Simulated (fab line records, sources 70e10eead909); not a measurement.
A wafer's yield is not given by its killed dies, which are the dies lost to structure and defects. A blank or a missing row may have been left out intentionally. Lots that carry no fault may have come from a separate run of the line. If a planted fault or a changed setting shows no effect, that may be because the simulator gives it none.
One fault seen from 2 desks	flow nand_harc	what lay behind the numbers comes last; until then each desk has only its own

## TOOL OWNER'S DESK, ald_hk-02
The tool's own readings at NHARC_A_CHANNEL_FILL_D2_ALD_25 (deposits SiOx, target thk 60 nm, pulse time 10 s, ald cycles 600): means of the sampled wafers that have a number, for each lot that ran on this tool. Any lot whose mean is over 4 standard deviations away from the usual mean is out of limits and marked OUT; that distance is given in the brackets.
Columns: A = heater_power_outer_w at NHARC_A_CHANNEL_FILL_D2_ALD_25, usual 263 W; B = heater_power_w at NHARC_A_CHANNEL_FILL_D2_ALD_25, usual 466 W; C = precursor_pulse_height_rel at NHARC_A_CHANNEL_FILL_D2_ALD_25, usual 0.998
lot	first seen here	A	B	C
L990	day 16 00:40	257	463	1.007
L995	day 18 19:09	267	461	0.983
L996	day 19 11:35	264	466	0.999
L999	day 20 18:52	260	463	0.983
Result from this desk: across the 4 lots, nothing is out of limits.

## METROLOGY DESK
Lot by lot, what the gauges showed, no matter which tool ran the lot: averages of those sampled wafers that carry a number. Any lot whose mean is over 4 standard deviations away from the usual mean is out of limits and marked OUT; that distance is given in the brackets.
Columns: A = cd_nm at NHARC_A_CHANNEL_HOLE_D2_CD_MEAS_31, usual 89.9 nm
lot	first seen here	A
L987	day 13 16:01	89.2
L989	day 14 12:50	90.4
L990	day 14 13:08	90.4
L991	day 15 15:20	90.4
L994	day 16 15:48	89.7
L993	day 16 19:55	90.7
L995	day 17 06:48	89.5
L996	day 17 22:49	89.2
L997	day 17 23:28	89.2
L999	day 19 04:35	90.1
L107	day 21 23:50	89.6
L108	day 22 13:32	89.8
L109	day 22 23:14	91.3
Result from this desk: across the 13 lots, nothing is out of limits.

## ALL TOGETHER
The tool owner's desk saw nothing out of limits.
Nothing out of limits was seen by the metrology desk.

## WHAT THE SIMULATOR HAD PUT IN
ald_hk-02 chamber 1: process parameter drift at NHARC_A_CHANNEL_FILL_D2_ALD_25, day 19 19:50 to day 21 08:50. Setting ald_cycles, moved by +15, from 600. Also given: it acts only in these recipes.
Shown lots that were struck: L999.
